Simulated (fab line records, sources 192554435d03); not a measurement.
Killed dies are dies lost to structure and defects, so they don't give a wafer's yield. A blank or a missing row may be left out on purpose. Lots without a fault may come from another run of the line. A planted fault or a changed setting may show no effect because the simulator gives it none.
Which tool did it? | flow n5_finfet | 6 lots, 13 wafers sampled, at 3 steps of a route of 1938

WHAT THE GAUGES READ, wafer by wafer
N5_BEOL_M10_RS_MEAS_57: measures by four-point-probe.
lot  | measured     | on            | M10_RS (ohm/sq)
L311 | day 11 01:33 | film_metro-02 | 0.153 0.150
L317 | day 11 21:57 | film_metro-01 | 0.163 0.147
L318 | day 12 07:17 | film_metro-01 | 0.147 0.146
L320 | day 13 00:52 | film_metro-02 | 0.149 0.157 0.160
L322 | day 13 10:58 | film_metro-02 | 0.147 0.147
L326 | day 14 06:09 | film_metro-02 | 0.162 0.158

WHICH TOOL RAN EACH LOT (tool, then ch and the chambers of the sampled wafers, then the start)
lot  | N5_BEOL_M10_ECD_50             | N5_BEOL_M10_CMP_52
L311 | ecd_cu-02 ch 0,1, day 11 00:32 | cmp-04 ch 1,3, day 11 01:07
L317 | ecd_cu-01 ch 0,1, day 11 21:08 | cmp-04 ch 0, day 11 21:31
L318 | ecd_cu-01 ch 0, day 12 06:27   | cmp-04 ch 1,2, day 12 06:56
L320 | ecd_cu-02 ch 0,1, day 13 00:01 | cmp-03 ch 0,1,3, day 13 00:26
L322 | ecd_cu-01 ch 0, day 13 10:08   | cmp-03 ch 0,2, day 13 10:37
L326 | ecd_cu-01 ch 1, day 14 05:07   | cmp-03 ch 3, day 14 05:43
- N5_BEOL_M10_ECD_50: material Cu, target thk 318 nm.
- N5_BEOL_M10_CMP_52: polishes, stops on SiCOH lowk, t overpolish 7 s, target thk 140 nm.

THE ANSWER, worked out from the rows above alone
Rule: what is usual is taken from the lots themselves. Put in order of their means at a reading, lots are off if they are a third of the lots or fewer, leave a main group of 4 or more, and stand apart from it by a gap of 3 or more times the standard deviation of the main group's means; of several such gaps the widest counts. A main group whose means are all the same, to the digits that the tables above print for the reading, isn't used. A lot without any number at a reading at which 4 lots or more have one is off too. The other lots that the step has rows for count as sound.
No lot is off at any reading shown: from this, nothing can be told.

WHAT THE SIMULATOR HAD PUT IN
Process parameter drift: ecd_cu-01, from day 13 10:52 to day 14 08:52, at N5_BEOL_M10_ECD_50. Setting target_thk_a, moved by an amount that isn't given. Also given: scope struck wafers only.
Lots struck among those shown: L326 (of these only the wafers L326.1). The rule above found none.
